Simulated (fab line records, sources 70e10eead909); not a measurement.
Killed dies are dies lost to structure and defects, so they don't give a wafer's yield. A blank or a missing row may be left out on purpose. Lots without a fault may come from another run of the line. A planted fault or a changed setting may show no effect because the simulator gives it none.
fab line records | flow nand_harc
record lots=13 wafers=39 last_day=32
route steps=1302 shown A_CONTACT@1027 END@1302
lots that met no fault: from a run of the same line without faults
start_h: hours from the record's first day to the start of the lot's first wafer shown | wait_h: hours since the lot's step before | " the same as in the row above | L1.1+2: a row that stands for several wafers | - no value, or no start given | * or withheld: withheld | < > ~ a bound
route shown NAME@n: a module of which the file shows steps, and the number in the route of the first | usual: mean/standard deviation of fault-free wafers | same: alike in all rows | chamber/n: place in a boat | sites: the reading at each site | _std_site: their standard deviation | _edge_site: outer sites' mean less inner sites' | radius_mm: how far each site lies from the wafer's centre | mask NAME#n: copy n | behind: the tool/chamber that last shaped the wafer | hold: why the lot was held/for how many hours/how that ended | device: the transistor (n, p or np) that didn't switch | end of line: the same wafers' tests at the end of the route | a step without rows: its recipe alone | killed: dies lost to structure and defects at the first sort, not the wafer's yield | map: a wafer's dies, x killed, . not, _ none there
set.NAME: the setting as run; set.NAME@STEP: as run at that earlier step | model.NAME: the simulator's own value behind a step, which no gauge read
steps of the route over a sample of lots; a table a step, a row a wafer
services: from which hour (start_h, from the record's first day; less than 0 if before it) a tool's chamber was out of use, for how many hours, and why
## steps
# step NHARC_A_CONTACT_DEP_57
# recipe target_thk_a=53000 temp_c=400 material=aC
# usual throttle_valve_pct=35.001/0.0092
# columns lot.wafer tool chamber start_h wait_h throttle_valve_pct
L875.3 acl_dep-02 0 489.42 - 35.026
L875.4 " 0 " " 34.996
L875.6 " 0 491.02 - 34.998
L876.3 acl_dep-03 0 509.17 - 35.012
L876.4 " 0 " " 34.991
L876.5 " 0 " " 34.999
L879.2 acl_dep-03 0 530.90 - 35.001
L879.4 " 0 531.96 - 34.999
L879.6 " 0 533.02 - 34.992
L882.1 acl_dep-03 0 559.95 - 34.999
L882.2 " 0 " " 34.995
L882.4 " 0 561.57 - 35.005
L883.1 acl_dep-03 0 581.40 - 35.003
L883.4 " 0 582.99 - 35.008
L883.6 " 0 584.05 - 35.006
L884.1 acl_dep-03 0 584.79 - 34.990
L884.4 " 0 586.42 - 34.997
L884.6 " 0 587.50 - 35.003
L887.3 acl_dep-03 0 601.57 - 34.994
L887.4 " 0 " " 34.997
L887.6 " 0 603.19 - 35.001
L886.1 acl_dep-02 0 602.55 - 35.000
L886.3 " 0 603.64 - 35.000
L886.5 " 0 604.73 - 35.011
L888.2 acl_dep-02 0 629.98 - 34.993
L888.4 " 0 631.06 - 35.007
L888.6 " 0 632.13 - 35.007
L889.2 acl_dep-03 0 631.38 - 35.006
L889.5 " 0 633.00 - 34.993
L889.6 " 0 " " 35.006
L892.2 acl_dep-02 0 656.09 - 35.004
L892.3 " 0 " " 35.013
L892.5 " 0 657.72 - 35.000
L891.1 acl_dep-02 0 670.07 - 34.999
L891.2 " 0 " " 35.008
L891.6 " 0 672.75 - 34.999
L894.4 acl_dep-02 0 694.19 - 34.994
L894.5 " 0 " " 35.015
L894.6 " 0 " " 34.995
# step NHARC_A_CONTACT_ETCH_124
# recipe source_w=withheld pressure_mtorr=20 bias_v=withheld time_s=140 target_depth_a=7000 ar_flow_sccm=withheld c4f8_flow_sccm=withheld o2_flow_sccm=withheld chemistry=C4F8/O2/Ar
# usual chamber_pressure_mTorr=20.002/0.019 oes_air_line_au=1.000/0.021
# columns lot.wafer tool chamber start_h wait_h chamber_pressure_mTorr oes_air_line_au rf_hours_counter_h
L875.3 har_cap_etch-02 0 493.97 - 20.016 1.054 -
L875.4 " 1 " " 20.006 1.026 -
L875.6 " 1 " " 20.008 1.016 -
L876.3 har_cap_etch-02 1 513.85 - 19.981 0.990 -
L876.4 " 0 " " 20.019 1.022 -
L876.5 " 1 " " 20.016 0.980 -
L879.2 har_cap_etch-02 0 535.90 - 20.015 1.043 94
L879.4 " 1 " " 19.979 1.022 -
L879.6 " 0 " " 20.015 1.010 -
L882.2 har_cap_etch-03 1 565.66 - 20.030 0.985 52
L882.1 " 0 " " 19.995 0.992 52
L882.4 " 0 " " 19.975 0.971 -
L883.1 har_cap_etch-01 1 587.38 - 20.011 1.029 11
L883.4 " 0 " " 20.002 1.003 -
L883.6 " 1 " " 20.000 1.017 -
L884.1 har_cap_etch-03 1 591.30 1.3 19.985 0.993 56
L884.4 " 0 " " 19.989 1.013 -
L884.6 " 1 " " 20.032 1.020 -
L887.4 har_cap_etch-02 0 606.30 - 20.001 0.995 -
L887.3 " 1 " " 19.982 1.021 -
L887.6 " 0 " " 20.007 0.990 -
L886.1 har_cap_etch-01 1 608.28 - 19.987 0.972 16
L886.3 " 1 " " 20.026 0.970 -
L886.5 " 1 " " 19.995 0.999 -
L888.2 har_cap_etch-03 0 635.02 - 19.994 1.013 65
L888.4 " 0 " " 19.995 1.019 -
L888.6 " 1 " " 19.987 1.001 -
L889.2 har_cap_etch-02 1 636.56 - 20.005 1.012 112
L889.6 " 1 " " 19.999 0.999 -
L889.5 " 0 " " 20.034 1.040 -
L892.2 har_cap_etch-03 0 661.33 - 20.002 0.993 68
L892.3 " 0 " " 20.010 0.960 -
L892.5 " 1 " " 20.019 1.010 -
L891.2 har_cap_etch-03 1 675.75 - 19.978 1.008 70
L891.1 " 0 " " 20.025 0.998 70
L891.6 " 0 " " 19.964 1.017 -
L894.4 har_cap_etch-02 0 699.01 - 19.990 0.966 -
L894.6 " 0 " " 20.035 1.011 -
L894.5 " 1 " " 19.972 0.997 -
# step NHARC_A_CONTACT_ETCH_128
# recipe source_w=withheld pressure_mtorr=20 bias_v=3000 time_s=197 target_depth_a=19180 ar_flow_sccm=withheld c4f8_flow_sccm=withheld o2_flow_sccm=withheld chemistry=C4F8/O2/Ar
# usual chamber_pressure_mTorr=20.000/0.02 oes_air_line_au=1.002/0.021
# columns lot.wafer tool chamber start_h wait_h chamber_pressure_mTorr oes_air_line_au rf_hours_counter_h
L875.3 har_cap_etch-02 0 494.83 0.2 20.016 0.977 -
L875.4 " 1 " " 19.966 0.963 -
L875.6 " 1 " " 19.991 0.995 -
L876.3 har_cap_etch-02 1 514.57 0.1 19.988 0.996 -
L876.4 " 0 " " 20.026 0.984 -
L876.5 " 1 " " 19.969 0.982 -
L879.2 har_cap_etch-02 0 536.63 0.1 20.053 0.995 94
L879.4 " 1 " " 19.999 0.990 -
L879.6 " 0 " " 20.013 0.995 -
L882.2 har_cap_etch-03 1 566.50 0.2 19.985 1.008 53
L882.1 " 0 " " 19.996 1.020 53
L882.4 " 0 " " 20.053 1.005 -
L883.1 har_cap_etch-01 1 588.42 0.2 19.980 1.013 11
L883.4 " 0 " " 20.015 1.016 -
L883.6 " 1 " " 19.989 1.021 -
L884.1 har_cap_etch-03 1 592.04 0.1 19.986 1.000 57
L884.4 " 0 " " 19.987 0.993 -
L884.6 " 1 " " 19.986 1.002 -
L887.4 har_cap_etch-02 0 607.26 0.2 20.020 0.998 -
L887.3 " 1 " " 20.017 1.021 -
L887.6 " 0 " " 19.990 0.975 -
L886.1 har_cap_etch-01 1 609.01 0.1 19.968 1.007 17
L886.3 " 1 " " 19.985 0.975 -
L886.5 " 1 " " 20.027 1.006 -
L888.2 har_cap_etch-03 0 636.00 0.2 19.981 1.029 66
L888.4 " 0 " " 20.007 1.026 -
L888.6 " 1 " " 20.020 1.016 -
L889.2 har_cap_etch-02 1 637.29 0.1 19.987 0.994 113
L889.6 " 1 " " 20.004 1.041 -
L889.5 " 0 " " 20.049 0.997 -
L892.2 har_cap_etch-03 0 662.31 0.2 20.038 0.980 69
L892.3 " 0 " " 20.013 0.981 -
L892.5 " 1 " " 20.006 1.025 -
L891.2 har_cap_etch-03 1 676.71 0.2 20.007 1.012 71
L891.1 " 0 " " 20.006 1.036 71
L891.6 " 0 " " 20.018 1.036 -
L894.4 har_cap_etch-02 0 699.98 0.2 19.980 0.990 -
L894.6 " 0 " " 20.026 0.955 -
L894.5 " 1 " " 19.981 1.019 -
# step NHARC_A_CONTACT_ETCH_129
# recipe source_w=withheld pressure_mtorr=20 bias_v=3000 time_s=197 target_depth_a=19180 ar_flow_sccm=withheld c4f8_flow_sccm=withheld o2_flow_sccm=withheld chemistry=C4F8/O2/Ar
# usual chamber_pressure_mTorr=19.999/0.018 oes_air_line_au=1.003/0.018
# columns lot.wafer tool chamber start_h wait_h chamber_pressure_mTorr oes_air_line_au rf_hours_counter_h
L875.3 har_cap_etch-02 0 495.07 0.2 19.975 0.998 -
L875.4 " 1 " " 19.985 1.026 -
L875.6 " 1 " " 20.017 1.009 -
L876.3 har_cap_etch-02 1 514.75 0.1 19.980 1.014 -
L876.4 " 0 " " 19.988 1.003 -
L876.5 " 1 " " 19.981 1.015 -
L879.2 har_cap_etch-02 0 536.80 0.1 20.013 0.999 94
L879.4 " 1 " " 20.020 1.016 -
L879.6 " 0 " " 19.976 1.002 -
L882.2 har_cap_etch-03 1 566.74 0.2 20.012 1.029 53
L882.1 " 0 " " 20.016 1.011 53
L882.4 " 0 " " 20.020 1.014 -
L883.1 har_cap_etch-01 1 588.65 0.2 19.993 0.978 12
L883.4 " 0 " " 19.997 0.968 -
L883.6 " 1 " " 20.003 0.970 -
L884.1 har_cap_etch-03 1 592.21 0.1 20.019 1.016 57
L884.4 " 0 " " 19.981 0.995 -
L884.6 " 1 " " 20.003 1.011 -
L887.4 har_cap_etch-02 0 607.49 0.2 19.994 1.029 -
L887.3 " 1 " " 19.975 1.017 -
L887.6 " 0 " " 19.980 1.014 -
L886.1 har_cap_etch-01 1 609.19 0.1 19.987 1.016 17
L886.3 " 1 " " 20.019 1.011 -
L886.5 " 1 " " 20.005 1.002 -
L888.2 har_cap_etch-03 0 636.23 0.2 19.985 0.977 66
L888.4 " 0 " " 20.014 0.993 -
L888.6 " 1 " " 20.007 0.996 -
L889.2 har_cap_etch-02 1 637.47 0.1 - - -
L889.6 " 1 " " - - -
L889.5 " 0 " " - - -
L892.2 har_cap_etch-03 0 662.54 0.2 - - -
L892.3 " 0 " " - - -
L892.5 " 1 " " - - -
L891.2 har_cap_etch-03 1 676.95 0.2 19.977 1.034 71
L891.1 " 0 " " 19.977 0.989 71
L891.6 " 0 " " 19.989 1.048 -
L894.4 har_cap_etch-02 0 700.21 0.2 20.007 1.043 -
L894.6 " 0 " " 20.009 1.010 -
L894.5 " 1 " " 19.997 1.015 -
# step NHARC_END_SORT_01
# recipe temp_c=25
# usual killed_at_array=60/21 killed_at_other=1.0/1.2 killed_at_periphery=4.2/2.8 killed_dies=65/20 killed_open=3.1/1.8 killed_short=2.6/1.6
# same gross_dies=677
# columns lot.wafer tool chamber start_h wait_h killed_at_array killed_at_other killed_at_periphery killed_dies killed_open killed_short
L886.1 prober-02 0 662.71 2.5 38 1 7 46 3 5
L886.3 prober-02 0 664.29 3.1 35 4 9 48 5 0
L886.5 prober-02 0 665.87 3.7 41 1 11 53 3 5
L889.2 prober-02 0 694.23 2.8 670 1 6 677 4 2
L889.5 prober-02 0 696.64 3.7 669 1 7 677 5 4
L889.6 prober-02 0 697.44 4.0 670 0 7 677 3 3
L892.2 prober-01 0 723.30 2.8 670 5 2 677 1 1
L892.3 prober-01 0 724.09 3.1 674 3 0 677 2 1
L892.5 prober-01 0 725.69 3.7 670 4 3 677 1 5
# killed by level:class
L886.1 A_SLIT:chamber_film_flake=12 A_CHANNEL_HOLE_D1:chamber_film_flake=10 A_STAIRCASE:chamber_film_flake=5 A_DECK1_JOINT:geometric_particle:short=2 A_WL_FILL:geometric_particle:short=2 P_BONDPAD:chamber_film_flake=2 A_CONTACT:chamber_film_flake=2 P_ZERO_WELL:geometric_particle:short=1
L886.3 A_SLIT:chamber_film_flake=16 A_CHANNEL_HOLE_D1:chamber_film_flake=6 A_STAIRCASE:chamber_film_flake=5 P_BONDPAD:chamber_film_flake=3 THIN_TSV:chamber_film_flake=3 P_CONTACT:geometric_particle:open=2 P_ZERO_WELL:chamber_film_flake=2 A_CONTACT:chamber_film_flake=2
L886.5 A_SLIT:chamber_film_flake=17 A_CHANNEL_HOLE_D1:chamber_film_flake=8 A_STAIRCASE:chamber_film_flake=4 A_CONTACT:chamber_film_flake=4 P_CONTACT:geometric_particle:short=3 P_GATE:chamber_film_flake=2 A_ZERO_WELL:chamber_film_flake=2 A_CHANNEL_FILL_D2:chamber_film_flake=2
L889.2 A_CONTACT:area_etch=627 A_CHANNEL_HOLE_D1:chamber_film_flake=31 A_CONTACT:chamber_film_flake=5 P_STI:chamber_film_flake=4 A_STAIRCASE:chamber_film_flake=2 P_STI:geometric_particle:short=1 P_M0:geometric_particle:open=1 A_DECK1_JOINT:geometric_particle:open=1
L889.5 A_CONTACT:area_etch=626 A_CHANNEL_HOLE_D1:chamber_film_flake=27 A_CONTACT:chamber_film_flake=5 P_STI:chamber_film_flake=3 A_STAIRCASE:chamber_film_flake=3 P_CONTACT:chamber_film_flake=2 P_M0:geometric_particle:open=1 P_M2:geometric_particle:short=1
L889.6 A_CONTACT:area_etch=620 A_CHANNEL_HOLE_D1:chamber_film_flake=32 A_CONTACT:chamber_film_flake=8 A_SGD_CUT:geometric_particle:open=2 P_STI:chamber_film_flake=2 P_GATE:chamber_film_flake=2 A_STAIRCASE:chamber_film_flake=2 A_SLIT:chamber_film_flake=2
L892.2 A_CONTACT:area_etch=609 A_CHANNEL_HOLE_D1:chamber_film_flake=33 A_SLIT:chamber_film_flake=14 A_STAIRCASE:chamber_film_flake=5 THIN_TSV:chamber_film_flake=5 P_GATE:chamber_film_flake=2 A_WL_FILL:chamber_film_flake=2 A_ONON_D1:geometric_particle:short=1
L892.3 A_CONTACT:area_etch=585 A_SLIT:chamber_film_flake=41 A_CHANNEL_HOLE_D1:chamber_film_flake=30 A_STAIRCASE:chamber_film_flake=7 THIN_TSV:chamber_film_flake=3 A_ZERO_WELL:chamber_film_flake=2 A_SGD_CUT:chamber_film_flake=2 A_ONON_D1:geometric_particle:short=1
L892.5 A_CONTACT:area_etch=604 A_CHANNEL_HOLE_D1:chamber_film_flake=32 A_SLIT:chamber_film_flake=20 A_STAIRCASE:chamber_film_flake=6 THIN_TSV:chamber_film_flake=4 A_CHANNEL_FILL_D1:chamber_film_flake=2 P_GATE:geometric_particle:short=1 P_CONTACT:geometric_particle:open=1
## services
# columns tool chamber start_h hours kind
acl_dep-03 - 481.86 13.0 pm
har_cap_etch-01 - 497.00 17.0 pm
har_cap_etch-01 0 497.00 17.0 vent_cycle
har_cap_etch-01 1 497.00 17.0 vent_cycle
har_cap_etch-01 0 514.00 - clean
har_cap_etch-01 1 514.00 - clean
acl_dep-02 - 583.27 8.0 repair
acl_dep-02 - 615.65 13.0 pm
har_cap_etch-03 - 615.84 2.5 repair
acl_dep-03 - 662.86 13.0 pm
har_cap_etch-03 - 672.17 0.1 repair
har_cap_etch-02 - 672.76 0.7 repair
har_cap_etch-01 - 698.50 0.9 repair
## key
first_sign step=NHARC_A_CONTACT_ETCH_129 reading=tool_record direction=missing
effect step=NHARC_END_SORT_01 reading=killed_dies direction=up sigmas=31 usual=65 struck=677
more_kills_born_at NHARC_A_CONTACT_ETCH_129@har_cap_etch-02=1873 NHARC_A_CONTACT_ETCH_129@har_cap_etch-03=1798
met_at NHARC_A_CONTACT_ETCH_129
struck_lots L889,L892
later_rows_left_out L889.2,L889.5,L889.6,L892.2,L892.3,L892.5
tester_left_out L889,L892
not_acting_at NHARC_A_CONTACT_DEP_57,NHARC_A_CONTACT_ETCH_124,NHARC_A_CONTACT_ETCH_128
onset_between 636.23 637.47
fault kind=skipped_step_whole tool=har_cap_etch-02,har_cap_etch-03 chamber=- onset_h=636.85 steps=NHARC_A_CONTACT_ETCH_129 scope=struck_lots_only
# tester_left_out: of these lots the tester's yield and bins aren't shown, on N5 and GAA mostly nor the transistor test; their killed dies are dies lost to structure and defects alone, not to doping, threshold or leakage, so they don't give the yield
# later_rows_left_out: the simulator's readings of these wafers behind a module that went badly wrong aren't trusted and aren't shown, but for the sort
